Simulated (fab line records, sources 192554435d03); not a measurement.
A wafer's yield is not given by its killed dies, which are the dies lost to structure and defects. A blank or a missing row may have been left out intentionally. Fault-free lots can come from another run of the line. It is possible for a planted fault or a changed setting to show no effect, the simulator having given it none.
Matching of chambers / flow n5Finfet / N5_BEOL_M13_VIA_ETCH_16 on rieDiel-03: 4 sister chambers
The step etches SiOC in C4F8/O2/Ar, target depth 921.7 nm. 4 wafers are shown with their chamber, then 8 later ones without.

== WAFERS PAIRED WITH THEIR CHAMBERS ==
wafer=L083.6; chamber=1; drypumpMotorCurrentA (A)=6.1
wafer=L090.4; chamber=2; drypumpMotorCurrentA (A)=4.9
wafer=L090.5; chamber=0; drypumpMotorCurrentA (A)=6.7
wafer=L093.3; chamber=3; drypumpMotorCurrentA (A)=5.9

== WAFERS MISSING THEIR CHAMBER ==
wafer=L093.4; drypumpMotorCurrentA (A)=6.7
wafer=L093.6; drypumpMotorCurrentA (A)=6.8
wafer=L094.1; drypumpMotorCurrentA (A)=5.9
wafer=L094.4; drypumpMotorCurrentA (A)=4.9
wafer=L094.5; drypumpMotorCurrentA (A)=6.1
wafer=L097.1; drypumpMotorCurrentA (A)=6.0
wafer=L097.2; drypumpMotorCurrentA (A)=6.7
wafer=L097.5; drypumpMotorCurrentA (A)=6.0

== THE CHAMBER EACH PASSED THROUGH ==
wafer=L093.4; from the rows above=0; in truth=0
wafer=L093.6; from the rows above=0; in truth=0
wafer=L094.1; from the rows above=3; in truth=3
wafer=L094.4; from the rows above=2; in truth=2
wafer=L094.5; from the rows above=1; in truth=1
wafer=L097.1; from the rows above=can't be placed: 1 or 3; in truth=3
wafer=L097.2; from the rows above=0; in truth=0
wafer=L097.5; from the rows above=can't be placed: 1 or 3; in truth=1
Correct placement for 6 of the 8. From these rows, 2 cannot be placed; in 2 the true chamber is one of the candidates. 0 placed wrongly.
How it was worked out, from the rows above alone: a wafer's distance from a chamber is the root of the sum, over the readings, of the square of ((its reading less the chamber's mean) divided by the reading's scatter). The wafer belongs to the nearest chamber; if the next one is less than 2 further off, it can't be placed. For every chamber, the mean is computed from those of its wafers that are shown. The scatter: root of mean squared gap, hidden wafer to nearest shown wafer, with one shown wafer a chamber.
